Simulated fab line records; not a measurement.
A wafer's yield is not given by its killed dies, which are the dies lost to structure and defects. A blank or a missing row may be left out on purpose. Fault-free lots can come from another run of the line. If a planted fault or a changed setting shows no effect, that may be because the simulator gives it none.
Lot-split experiment || flow n5 finfet || route with 1938 steps; 7 lots, 21 wafers read

## THE SPLIT
At N5_BEOL_M10_TRENCH_ETCH_37 (etches SiCOH lowk in C4F6/O2, target depth 148.83 nm, time 48 s), the setting time s was moved away from the recipe's 48 s on 10 of the 21 wafers read, by -10.1% to +13.3%. This setting was run at the recipe's value on the other wafers.

## FROM THE SPLIT TO THE READING: what the file shows between them, 10 steps
- N5_BEOL_M10_ETCH_41: etches SiCN in CH3F/O2, target depth 42.6 nm, time 86 s
- N5_BEOL_M10_STRIP_77: strips in N2/H2, time 10 s
- N5_BEOL_M10_OCD_MEAS_38
- N5_BEOL_M10_HM_STRIP_39: strips TiN in peroxide tin strip, target depth 25 nm, time 158 s
- N5_BEOL_M10_SRD_40: time 30 s
- N5_BEOL_M10_ECD_50: material Cu, target thk 318 nm
- N5_BEOL_M10_ANNEAL_51: time 90 s
- N5_BEOL_M10_CMP_52: polishes, stops on SiCOH lowk, t overpolish 7 s, target thk 140 nm
- N5_BEOL_M10_PRE_CLEAN_55: time 15 s
- N5_BEOL_M10_DEP_56: deposits SiCN from 3MS/NH3, target thk 15 nm, time 26.5 s

## THE READING
M10_RS, in ohm/sq, at N5_BEOL_M10_RS_MEAS_57 (measures by four-point-probe). On this fab line, fault-free wafers typically give 0.1506 ohm/sq with a standard deviation of 0.0027 ohm/sq.

{"wafer": "L076.2", "tool, chamber at the split": "rie diel-06, 3", "time s as run, s": 48, "against the recipe": "recipe", "M10_RS, ohm/sq": 0.1522, "against lot-mates on the recipe": "-"}
{"wafer": "L076.4", "tool, chamber at the split": "rie diel-06, 0", "time s as run, s": 54.4, "against the recipe": "+13.3%", "M10_RS, ohm/sq": 0.1299, "against lot-mates on the recipe": -0.0223}
{"wafer": "L076.6", "tool, chamber at the split": "rie diel-06, 1", "time s as run, s": 54.4, "against the recipe": "+13.3%", "M10_RS, ohm/sq": 0.1328, "against lot-mates on the recipe": -0.0194}
{"wafer": "L075.2", "tool, chamber at the split": "rie diel-04, 0", "time s as run, s": 48, "against the recipe": "recipe", "M10_RS, ohm/sq": 0.1479, "against lot-mates on the recipe": "-"}
{"wafer": "L075.5", "tool, chamber at the split": "rie diel-04, 3", "time s as run, s": 53.81, "against the recipe": "+12.1%", "M10_RS, ohm/sq": 0.1324, "against lot-mates on the recipe": -0.0154}
{"wafer": "L075.6", "tool, chamber at the split": "rie diel-04, 0", "time s as run, s": 48, "against the recipe": "recipe", "M10_RS, ohm/sq": 0.1476, "against lot-mates on the recipe": "-"}
{"wafer": "L084.3", "tool, chamber at the split": "rie diel-06, 0", "time s as run, s": 43.15, "against the recipe": "-10.1%", "M10_RS, ohm/sq": 0.1745, "against lot-mates on the recipe": "+0.0223"}
{"wafer": "L084.4", "tool, chamber at the split": "rie diel-06, 0", "time s as run, s": 48, "against the recipe": "recipe", "M10_RS, ohm/sq": 0.1522, "against lot-mates on the recipe": "-"}
{"wafer": "L084.5", "tool, chamber at the split": "rie diel-06, 0", "time s as run, s": 43.15, "against the recipe": "-10.1%", "M10_RS, ohm/sq": 0.1720, "against lot-mates on the recipe": "+0.0198"}
{"wafer": "L088.3", "tool, chamber at the split": "rie diel-06, 2", "time s as run, s": 52.77, "against the recipe": "+9.9%", "M10_RS, ohm/sq": 0.1350, "against lot-mates on the recipe": -0.0170}
{"wafer": "L088.4", "tool, chamber at the split": "rie diel-06, 0", "time s as run, s": 52.77, "against the recipe": "+9.9%", "M10_RS, ohm/sq": 0.1368, "against lot-mates on the recipe": -0.0152}
{"wafer": "L088.5", "tool, chamber at the split": "rie diel-06, 3", "time s as run, s": 48, "against the recipe": "recipe", "M10_RS, ohm/sq": 0.1520, "against lot-mates on the recipe": "-"}
{"wafer": "L091.3", "tool, chamber at the split": "rie diel-06, 1", "time s as run, s": 48, "against the recipe": "recipe", "M10_RS, ohm/sq": 0.1461, "against lot-mates on the recipe": "-"}
{"wafer": "L091.5", "tool, chamber at the split": "rie diel-06, 3", "time s as run, s": 53.24, "against the recipe": "+10.9%", "M10_RS, ohm/sq": 0.1329, "against lot-mates on the recipe": -0.0153}
{"wafer": "L091.6", "tool, chamber at the split": "rie diel-06, 0", "time s as run, s": 48, "against the recipe": "recipe", "M10_RS, ohm/sq": 0.1503, "against lot-mates on the recipe": "-"}
{"wafer": "L093.2", "tool, chamber at the split": "rie diel-01, 2", "time s as run, s": 48, "against the recipe": "recipe", "M10_RS, ohm/sq": 0.1512, "against lot-mates on the recipe": "-"}
{"wafer": "L093.3", "tool, chamber at the split": "rie diel-01, 1", "time s as run, s": 51.17, "against the recipe": "+6.6%", "M10_RS, ohm/sq": 0.1374, "against lot-mates on the recipe": -0.0138}
{"wafer": "L093.4", "tool, chamber at the split": "rie diel-01, 3", "time s as run, s": 51.17, "against the recipe": "+6.6%", "M10_RS, ohm/sq": 0.1416, "against lot-mates on the recipe": -0.0096}
{"wafer": "L095.2", "tool, chamber at the split": "rie diel-04, 0", "time s as run, s": 48, "against the recipe": "recipe", "M10_RS, ohm/sq": 0.1494, "against lot-mates on the recipe": "-"}
{"wafer": "L095.3", "tool, chamber at the split": "rie diel-04, 2", "time s as run, s": 48, "against the recipe": "recipe", "M10_RS, ohm/sq": 0.1513, "against lot-mates on the recipe": "-"}
{"wafer": "L095.5", "tool, chamber at the split": "rie diel-04, 0", "time s as run, s": 48, "against the recipe": "recipe", "M10_RS, ohm/sq": 0.1460, "against lot-mates on the recipe": "-"}

FIT RESULTS
A straight line over all 21 wafers: M10_RS changes by -0.00168 ohm/sq for each +1% of time s; r = -0.97; the points scatter about the line by 0.003 ohm/sq.
The same after taking each lot's own level away (the mean of its wafers on the recipe; 21 wafers): -0.00168 ohm/sq for each +1%; r = -0.98; scatter 0.0023 ohm/sq.
That fit puts the effect of the largest move of time s on the reading at 0.022 ohm/sq.
Across the lots, their own levels run from 0.14775 to 0.15220 ohm/sq, a range of 1.6 times the standard deviation given above.
Hence the lot-to-lot level has little effect on the slope; both slopes agree.
Check: for one of the wafers moved furthest among these (+13.3%), held out of the fit, the line's prediction against its lot-mates is -0.0213 ohm/sq. It came out at -0.0223 ohm/sq against them.

## THESE WAFERS: OTHER SPLITS
Note: prior to the reading, these wafers also went through further splits. Each is held against what the fit with the lots' levels taken away leaves over:
{"other split on the same wafers": "N5_BEOL_M9_COAT_60 spin rpm", "wafers away from the commonest value": 5, "r with M10_RS (lot level and that fit taken away)": "+0.19"}
{"other split on the same wafers": "N5_BEOL_M9_ETCH_62 source w", "wafers away from the commonest value": 4, "r with M10_RS (lot level and that fit taken away)": -0.09}

## THE WHOLE CHAIN: every reading that the file lists as answering this split, in the file's order
{"step": "N5_BEOL_M10_TRENCH_ETCH_37", "what it does": "etches SiCOH lowk in C4F6/O2, target depth 148.83 nm, time 48 s", "reading": "BEOL_M10.feature depth nm (the simulator's own value, which no gauge read)", "change (the file's fit)": "+1.49 nm for each +1% of the setting", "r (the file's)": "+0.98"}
{"step": "N5_BEOL_M10_TRENCH_ETCH_37", "what it does": "etches SiCOH lowk in C4F6/O2, target depth 148.83 nm, time 48 s", "reading": "etch.depth nm (the simulator's own value, which no gauge read)", "change (the file's fit)": "+1.49 nm for each +1% of the setting", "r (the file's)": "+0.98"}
{"step": "N5_BEOL_M10_TRENCH_ETCH_37", "what it does": "etches SiCOH lowk in C4F6/O2, target depth 148.83 nm, time 48 s", "reading": "TiN_of_BEOL_M10_HM_DEP_02.thk nm (the simulator's own value, which no gauge read)", "change (the file's fit)": "-0.0456 nm for each +1% of the setting", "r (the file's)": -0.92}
{"step": "N5_BEOL_M10_OCD_MEAS_38", "what it does": "", "reading": "trench depth nm", "change (the file's fit)": "+1.49 nm for each +1% of the setting", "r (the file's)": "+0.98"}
{"step": "N5_BEOL_M10_CMP_52", "what it does": "polishes, stops on SiCOH lowk, t overpolish 7 s, target thk 140 nm", "reading": "Cu_of_BEOL_M10_ECD_50.thk nm (the simulator's own value, which no gauge read)", "change (the file's fit)": "+1.43 nm for each +1% of the setting", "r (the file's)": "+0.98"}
{"step": "N5_BEOL_M10_RS_MEAS_57", "what it does": "measures by four-point-probe", "reading": "M10_RS", "change (the file's fit)": "-0.00157 for each +1% of the setting", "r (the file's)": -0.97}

## FILE'S OWN FIT
M10_RS changes by -0.00157 ohm/sq for each +1% of time s, r = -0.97.
